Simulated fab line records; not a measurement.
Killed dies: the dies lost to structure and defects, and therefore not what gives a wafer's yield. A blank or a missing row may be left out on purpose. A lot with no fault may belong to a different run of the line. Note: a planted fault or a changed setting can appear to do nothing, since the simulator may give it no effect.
Matching of chambers | flow nandHarc | NHARC_A_STAIRCASE_CMP_450 on cmp-02: 4 sister chambers
The step polishes SiO2, target thk 200 nm. 4 wafers are shown with their chamber, then 7 later ones without.

WAFERS PAIRED WITH THEIR CHAMBERS
wafer  | chamber | motorCurrentA (A)
L078.1 | 3       | 11.9
L080.4 | 1       | 12.4
L092.2 | 2       | 13.0
L092.5 | 0       | 11.2

WAFERS WHOSE CHAMBER IS MISSING
wafer  | motorCurrentA (A)
L092.6 | 11.9
L094.2 | 11.3
L094.4 | 11.9
L094.5 | 13.8
L096.2 | 11.5
L096.3 | 11.7
L096.5 | 12.7

EACH ONE'S CHAMBER
wafer  | from the rows above          | in truth
L092.6 | can't be placed: 3 or 1 or 0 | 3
L094.2 | can't be placed: 0 or 3      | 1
L094.4 | can't be placed: 3 or 1 or 0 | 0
L094.5 | can't be placed: 2 or 1      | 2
L096.2 | can't be placed: 0 or 3 or 1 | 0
L096.3 | can't be placed: 3 or 0 or 1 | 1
L096.5 | can't be placed: 1 or 2 or 3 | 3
Placed correctly: 0 of 7. Not placeable from these rows: 7 (in 6, the candidates include the true chamber). Number placed wrongly: 0.
How it was worked out, from the rows above alone: a wafer's distance from a chamber is the root of the sum, over the readings, of the square of ((its reading less the chamber's mean) divided by the reading's scatter). If the next closest chamber is less than 2 further off than the closest, the wafer can't be placed; otherwise it belongs to the closest. The mean given for a chamber averages the wafers shown for that chamber. The scatter: root of mean squared gap, hidden wafer to nearest shown wafer, with one shown wafer a chamber.
